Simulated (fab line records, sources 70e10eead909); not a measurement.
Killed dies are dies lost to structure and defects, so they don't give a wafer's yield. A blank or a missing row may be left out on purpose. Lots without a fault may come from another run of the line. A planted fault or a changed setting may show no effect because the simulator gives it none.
Problem report in the 8D (eight disciplines) form, filled by code | flow nand_harc | the parts of the form that need people (team, actions taken, sign-off) are left out

1. THE PROBLEM
time_to_endpoint_s at NHARC_P_M0_CMP_23 reads a mean of 10 s on 1 wafer of 1 lot; wafers without a fault read 30 s with a standard deviation of 3.9. That is -5.1 standard deviations from the usual mean.
The step: polishes, t overpolish 20 s, target thk 117.54 nm.
First seen on wafer L117.3, day 11 08:26, on cmp-03. The record holds 15 wafers of 5 lots with a number at this step. Rule for "out", or "out of limits": more than 4 standard deviations from the usual mean. The other wafers with a number count as sound.

2. WHAT IT IS AND WHAT IT IS NOT
question                    | is                 | is not
which readings at this step | time_to_endpoint_s | edge_zone_pressure_frac, motor_current_A, slurry_filter_dp_kPa
which lots                  | L117               | L105, L118, L121, L127
which wafers of those lots  | L117.3             | L117.2, L117.5
read on which tools         | cmp-03             | cmp-01, cmp-04
when                        | from day 11 08:26  | up to then (5 sound wafers); but 9 sound wafers of L118, L121, L127 came after

3. SUSPECTS, AND WHAT RULES EACH OUT
Counting: a tool at a process step up to the reading stays a suspect if it ran every lot that is out. Sound lots after the first of them don't rule it out here, since some wafers of a struck lot are sound.
- rie_diel-01 at NHARC_P_M0_DESCUM_14 (chemistry O2, time 3 s): kept. It ran the lot that is out, L117 (day 11 06:26); its last sound lot up to then is L105 (day 6 08:49).
- rie_diel-01 at NHARC_P_M0_ETCH_34 (etches the open film in N2/H2, target depth 40 nm, overetch 12 nm, time 43.94 s): kept. It ran the lot that is out, L117 (day 11 06:31); its last sound lot up to then is L105 (day 6 08:53).
- rie_diel-01 at NHARC_P_M0_ETCH_15 (etches the open film in C4F8/Ar, target depth 150 nm, overetch 15 nm, time 82.5 s): kept. It ran the lot that is out, L117 (day 11 06:43); its last sound lot up to then is L105 (day 6 09:06). NHARC_P_M0_ETCH_15 gives no start for some lots, so the hours and the order of its lots are those of NHARC_P_M0_CD_MEAS_16.
- pvd_sputter-01 at NHARC_P_M0_DEGAS_28 (time 60 s): kept. It ran the lot that is out, L117 (day 11 07:21).
- pvd_sputter-01 at NHARC_P_M0_PVD_20 (deposits TaN, target thk 5 nm, time 8.06 s): kept. It ran the lot that is out, L117 (day 11 07:46). NHARC_P_M0_PVD_20 gives no start for some lots, so the hours and the order of its lots are those of NHARC_P_M0_ECD_22.
- ecd_cu-01 at NHARC_P_M0_ECD_22 (material Cu, target thk 400 nm): kept. It ran the lot that is out, L117 (day 11 07:46).
- cmp-03 at NHARC_P_M0_CMP_23 (polishes, t overpolish 20 s, target thk 117.54 nm): kept. It ran the lot that is out, L117 (day 11 08:26). Its own readings are out on those wafers: time_to_endpoint_s.
- Within rie_diel-01 at NHARC_P_M0_DESCUM_14: the wafers that are out ran in chamber 1; their sound lot-mates ran in chambers 0, 2.
- Within rie_diel-01 at NHARC_P_M0_ETCH_34: the wafers that are out ran in chamber 2; their sound lot-mates ran in chambers 0, 3.
- Within cmp-03 at NHARC_P_M0_CMP_23: the wafers that are out ran in chamber 0; their sound lot-mates ran in chamber 1.
Left after counting: rie_diel-01 at NHARC_P_M0_DESCUM_14, rie_diel-01 at NHARC_P_M0_ETCH_34, rie_diel-01 at NHARC_P_M0_ETCH_15, pvd_sputter-01 at NHARC_P_M0_DEGAS_28, pvd_sputter-01 at NHARC_P_M0_PVD_20, ecd_cu-01 at NHARC_P_M0_ECD_22, cmp-03 at NHARC_P_M0_CMP_23.

4. THE CAUSE (what the simulator had put in)
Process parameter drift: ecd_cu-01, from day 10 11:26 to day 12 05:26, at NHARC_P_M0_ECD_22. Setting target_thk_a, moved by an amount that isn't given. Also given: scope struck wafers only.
Counting left 7 suspects, and this tool is among them.

5. THE CHAIN OF EFFECTS, in route order
Each row: a reading whose mean over the struck wafers that have a number lies more than 3 standard deviations from the usual. Only readings for which the record gives a usual standard deviation are gone through. hours: the time from each lot's start at the first step in this table that gives one to its start at this step, as a median over the lots. sigmas: the change in usual standard deviations.
hours | step              | reading            | usual | on struck wafers | change | sigmas
0     | NHARC_P_M0_CMP_23 | time_to_endpoint_s | 30 s  | 10               | -20    | -5.1
The process steps in it:
- NHARC_P_M0_CMP_23: polishes, t overpolish 20 s, target thk 117.54 nm.
Later measuring or inspecting steps at which every struck wafer that the step has a row for has a number for every such reading, and none has moved that far: NHARC_P_M0_THK_MEAS_24, NHARC_END_SORT_01.

6. WHAT WOULD HAVE CAUGHT IT SOONER
In this record the first reading out of limits was taken at day 11 08:26, 21 hours after the fault began at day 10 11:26.
All the lots that are out (1) had begun NHARC_P_M0_ECD_22 on ecd_cu-01 by day 11 08:26. A hold on the tool at that time would have spared none of them.
